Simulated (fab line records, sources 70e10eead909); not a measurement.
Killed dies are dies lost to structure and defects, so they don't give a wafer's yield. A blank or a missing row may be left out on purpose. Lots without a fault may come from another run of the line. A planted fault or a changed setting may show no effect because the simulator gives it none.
Which tool did it? | flow nand_harc | 13 lots, 39 wafers sampled, at 4 steps of a route of 1302

WHAT THE GAUGES READ, wafer by wafer
The record holds no reading of a measuring or inspecting step that can be judged against a usual standard deviation.

WHICH TOOL RAN EACH LOT (tool, then ch and the chambers of the sampled wafers, then the start)
lot  | NHARC_A_WL_FILL_ALD_10           | NHARC_A_CONTACT_ETCH_49            | NHARC_A_CONTACT_ETCH_112             | NHARC_A_CONTACT_ETCH_119
L252 | ald_hk-01 ch 0,2,3, day 19 20:41 | rie_diel-07 ch 0,2,3, day 20 15:43 | har_cap_etch-02 ch 0,1, day 20 17:35 | har_cap_etch-02 ch 0,1, day 20 18:47
L253 | ald_hk-02 ch 1,2,3, day 20 09:37 | rie_diel-03 ch 0,2,3, day 21 03:42 | har_cap_etch-02 ch 1, day 21 05:28   | har_cap_etch-02 ch 1, day 21 06:40
L254 | ald_hk-04 ch 0,1,3, day 20 09:37 | rie_diel-07 ch 1,2, day 21 04:14   | har_cap_etch-03 ch 0,1, day 21 08:13 | har_cap_etch-03 ch 0,1, day 21 09:33
L251 | ald_hk-01 ch 1,2, day 20 11:45   | rie_diel-07 ch 1,2,3, day 21 08:30 | har_cap_etch-02 ch 0,1, day 21 10:22 | har_cap_etch-02 ch 0,1, day 21 11:34
L257 | ald_hk-02 ch 0,1,3, day 21 19:24 | rie_diel-05 ch 1,2, day 22 11:10   | har_cap_etch-01 ch 0,1, day 22 13:09 | har_cap_etch-01 ch 0,1, day 22 14:40
L256 | ald_hk-02 ch 1,3, day 21 21:56   | rie_diel-07 ch 0,1,2, day 22 15:22 | har_cap_etch-02 ch 0,1, day 22 17:14 | har_cap_etch-02 ch 0,1, day 22 18:29
L259 | ald_hk-04 ch 0,1,2, day 23 04:12 | rie_diel-05 ch 1,2,3, day 23 21:02 | har_cap_etch-01 ch 0,1, day 23 22:59 | har_cap_etch-01 ch 0,1, day 24 00:35
L258 | ald_hk-01 ch 0,1,3, day 23 06:47 | rie_diel-07 ch 1,2,3, day 23 20:53 | har_cap_etch-03 ch 0,1, day 23 22:43 | har_cap_etch-03 ch 0,1, day 23 23:54
L260 | ald_hk-02 ch 0,1,3, day 23 15:37 | rie_diel-07 ch 0,1,3, day 24 10:07 | har_cap_etch-01 ch 0,1, day 24 11:54 | har_cap_etch-01 ch 0,1, day 24 13:06
L262 | ald_hk-02 ch 1,2, day 23 19:52   | rie_diel-07 ch 0,2, day 24 14:19   | har_cap_etch-03 ch 0,1, day 24 16:09 | har_cap_etch-03 ch 0,1, day 24 17:21
L267 | ald_hk-01 ch 1,2,3, day 26 03:45 | rie_diel-07 ch 0,1,3, day 26 20:02 | har_cap_etch-02 ch 0,1, day 26 21:50 | har_cap_etch-02 ch 0,1, day 26 23:08
L270 | ald_hk-02 ch 0,2,3, day 27 00:08 | rie_diel-05 ch 1,2, day 27 16:25   | har_cap_etch-03 ch 0,1, day 27 18:16 | har_cap_etch-03 ch 0,1, day 27 19:28
L271 | ald_hk-04 ch 0,2, day 28 08:14   | rie_diel-03 ch 1,2, day 29 01:43   | har_cap_etch-02 ch 0,1, day 29 03:52 | har_cap_etch-02 ch 0,1, day 29 05:04
- NHARC_A_WL_FILL_ALD_10: deposits SiO2, target thk 50 nm, pulse time 10 s, ald cycles 500.
- NHARC_A_CONTACT_ETCH_49: etches the open film in N2/H2, target depth 260 nm, time 475.3 s.
- NHARC_A_CONTACT_ETCH_112: etches the open film in C4F8/O2/Ar, time 190 s, target depth 1850 nm.
- NHARC_A_CONTACT_ETCH_119: etches the open film in C4F8/O2/Ar, time 190 s, target depth 1850 nm.

WHAT THE TOOLS THEMSELVES READ (means of the sampled wafers that have a number; where no wafer has one, the mark that the record gives instead)
NHARC_A_WL_FILL_ALD_10. Usual: heater_power_w 466 W, standard deviation 62; precursor_pulse_height_rel 1.003, standard deviation 0.022.
lot  | tool      | heater_power_w (W) | precursor_pulse_height_rel | flag
L252 | ald_hk-01 | 431                | 0.998                      |
L253 | ald_hk-02 | 484                | 1.004                      |
L254 | ald_hk-04 | 500                | 0.993                      |
L251 | ald_hk-01 | 405                | 0.994                      |
L257 | ald_hk-02 | 497                | 1.016                      |
L256 | ald_hk-02 | 511                | 1.003                      |
L259 | ald_hk-04 | 515                | 1.007                      |
L258 | ald_hk-01 | 396                | 1.010                      |
L260 | ald_hk-02 | 483                | 1.036                      |
L262 | ald_hk-02 | 447                | 0.998                      |
L267 | ald_hk-01 | 418                | 0.970                      |
L270 | ald_hk-02 | 471                | 0.979                      |
L271 | ald_hk-04 | 452                | 0.992                      |

NHARC_A_CONTACT_ETCH_49. Usual: drypump_motor_current_A 5.8 A, standard deviation 0.33; oes_product_au 1.000 a.u., standard deviation 0.0062; rf_vpp_V 430 V, standard deviation 3.4; run_length_s 496.7 s, standard deviation 0.48; showerhead_plenum_p_Torr 2.04 Torr, standard deviation 0.12; throttle_valve_pct 14.172 %, standard deviation 0.0083.
lot  | tool        | drypump_motor_current_A (A) | oes_product_au (a.u.) | rf_vpp_V (V) | run_length_s (s) | showerhead_plenum_p_Torr (Torr) | throttle_valve_pct (%) | flag
L252 | rie_diel-07 | 5.8                         | 1.001                 | 430          | 496.6            | 2.04                            | 14.168                 |
L253 | rie_diel-03 | 5.4                         | 0.995                 | 433          | 496.9            | 2.11                            | 14.170                 |
L254 | rie_diel-07 | 5.9                         | 0.996                 | 430          | 496.7            | 2.03                            | 14.172                 |
L251 | rie_diel-07 | 5.8                         | 0.999                 | 428          | 496.6            | 1.98                            | 14.169                 |
L257 | rie_diel-05 | 5.7                         | 1.001                 | 428          | 497.2            | 2.01                            | 14.164                 |
L256 | rie_diel-07 | 5.9                         | 1.001                 | 432          | 497.1            | 2.08                            | 14.169                 |
L259 | rie_diel-05 | 5.5                         | 1.004                 | 430          | 496.7            | 2.03                            | 14.167                 |
L258 | rie_diel-07 | 5.8                         | 1.006                 | 428          | 496.6            | 1.97                            | 14.172                 |
L260 | rie_diel-07 | 5.8                         | 0.998                 | 431          | 496.7            | 2.04                            | 14.170                 |
L262 | rie_diel-07 | 5.9                         | 0.999                 | 434          | 497.4            | 2.14                            | 14.169                 |
L267 | rie_diel-07 | 5.8                         | 1.002                 | 430          | 452.6            | 2.04                            | 14.172                 | OFF
L270 | rie_diel-05 | 5.9                         | 1.001                 | 433          | 497.1            | 2.16                            | 14.168                 |
L271 | rie_diel-03 | 5.6                         | 1.000                 | 429          | 496.4            | 1.99                            | 14.172                 |

THE ANSWER, worked out from the rows above alone
Rule: a lot is off if the mean of its wafers that have a number lies more than 3 standard deviations from the usual mean. A lot without any number at a reading at which 4 lots or more have one is off too. The other lots that the step has rows for count as sound. The gauges are gone through in route order, then the tools' own readings, and for those a lot's mean is taken as printed above. The first step at which some lot is off is used, and at that step the reading that is off furthest; a lot without a number counts as furthest.
Off: L267, at NHARC_A_CONTACT_ETCH_49 (run_length_s).
A tool fits if, at that step or a process step before it, it ran every lot that is off, and no sound lot after the first of them. Can't be told from this: 2 tools fit, ald_hk-01 at NHARC_A_WL_FILL_ALD_10, rie_diel-07 at NHARC_A_CONTACT_ETCH_49.

WHAT THE SIMULATOR HAD PUT IN
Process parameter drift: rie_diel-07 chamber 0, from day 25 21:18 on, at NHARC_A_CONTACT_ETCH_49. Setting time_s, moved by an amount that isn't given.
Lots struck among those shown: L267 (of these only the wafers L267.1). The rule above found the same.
